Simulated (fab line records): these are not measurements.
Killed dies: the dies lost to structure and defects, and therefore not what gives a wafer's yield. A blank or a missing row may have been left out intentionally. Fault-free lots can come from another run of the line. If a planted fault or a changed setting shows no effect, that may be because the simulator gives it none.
Which tool is to blame?    flow nand_harc    36 wafers from 12 lots sampled at 4 of the route's 1159 steps

## WHAT EACH GAUGE READ, for each wafer
NHARC_A_CONTACT_CD_MEAS_42: the cd target is 200 nm.
lot   measured      on         cd_nm (nm)
L076  day 17 03:39  cd_sem-01  200.2 200.1 200.2
L077  day 17 03:49  cd_sem-02  199.2 200.0 199.7
L078  day 18 04:04  cd_sem-02  200.4 200.3 200.5
L080  day 18 20:59  cd_sem-01  200.0 199.4 200.8
L085  day 19 09:49  cd_sem-02  199.7 199.8 200.0
L083  day 19 09:26  cd_sem-01  200.7 200.0 199.9
L087  day 19 16:04  cd_sem-01  199.8 199.2 199.3
L086  day 19 23:08  cd_sem-03  199.9 199.5 200.0
L088  day 20 04:10  cd_sem-02  200.3 199.6 199.2
L093  day 21 03:50  cd_sem-01  200.3 200.1 199.8
L094  day 21 19:23  cd_sem-01  200.9 200.0 200.8
L097  day 22 05:29  cd_sem-02  199.3 199.6 200.0

## TOOL THAT RAN EACH LOT (tool first, then ch and the chambers of the sampled wafers, then the start)
lot   NHARC_A_WL_FILL_STRIP_29            NHARC_A_WL_FILL_CVD_20                    NHARC_A_CONTACT_DEP_29
L076  rie_diel-13 ch 0,1,2, day 16 07:29  cvd_w-02 ch 1, day 17 02:57 or earlier    pecvd-02 ch 1,2, day 17 02:57
L077  rie_diel-03 ch 0,1,2, day 16 07:32  cvd_w-01 ch 1, day 17 03:07 or earlier    pecvd-02 ch 0,1,2, day 17 03:07
L078  rie_diel-13 ch 2,3, day 16 14:25    cvd_w-02 ch 0,1, day 18 03:25 or earlier  pecvd-04 ch 0,1,2, day 18 03:25
L080  rie_diel-09 ch 0,1,2, day 18 00:25  cvd_w-01 ch 0,1, day 18 20:14 or earlier  pecvd-04 ch 0,1, day 18 20:14
L085  rie_diel-13 ch 1,3, day 18 14:35    cvd_w-02 ch 0,1, day 19 09:07 or earlier  pecvd-04 ch 0,1,2, day 19 09:07
L083  rie_diel-09 ch 0,1, day 18 14:35    cvd_w-01 ch 0,1, day 19 08:47 or earlier  pecvd-02 ch 0,1,2, day 19 08:47
L087  rie_diel-03 ch 0,3, day 18 21:22    cvd_w-01 ch 0,1, day 19 15:20 or earlier  pecvd-01 ch 0,1, day 19 15:20
L086  rie_diel-03 ch 0,2, day 19 04:23    cvd_w-02 ch 0,1, day 19 22:23 or earlier  pecvd-01 ch 0,1,2, day 19 22:23
L088  rie_diel-13 ch 1,2, day 19 07:07    cvd_w-02 ch 0,1, day 20 03:26 or earlier  pecvd-01 ch 0,2, day 20 03:26
L093  rie_diel-03 ch 0,2,3, day 20 12:21  cvd_w-01 ch 0,1, day 21 03:07 or earlier  pecvd-02 ch 0,1, day 21 03:07
L094  rie_diel-13 ch 0,1,3, day 20 18:04  cvd_w-02 ch 0,1, day 21 18:40 or earlier  pecvd-01 ch 0,1,2, day 21 18:40
L097  rie_diel-03 ch 0,2,3, day 21 12:02  cvd_w-01 ch 0,1, day 22 04:46 or earlier  pecvd-01 ch 1,2, day 22 04:46
- NHARC_A_WL_FILL_STRIP_29: strips in O2, time 20 s.
- NHARC_A_WL_FILL_CVD_20: deposits W, target thk 75 nm, time 5064 s.
- NHARC_A_CONTACT_DEP_29: deposits SiON, target thk 70 nm.

## THE ANSWER, worked out from the rows above alone
Rule: usual is defined by the lots themselves. The widest of any qualifying gaps counts: lots, ordered by their means at a reading, are off when they make up no more than a third of the lots, leave a main group of 4 or more, and stand apart from it by 3 or more times the standard deviation of that group's means. A main group whose means are all the same, to the digits that the tables above print for the reading, isn't used. A lot without any number at a reading at which 4 lots or more have one is off too. The other lots that the step has rows for count as sound.
None of the lots is off at any reading shown; this tells nothing.

## WHAT THE SIMULATOR HAD PUT IN
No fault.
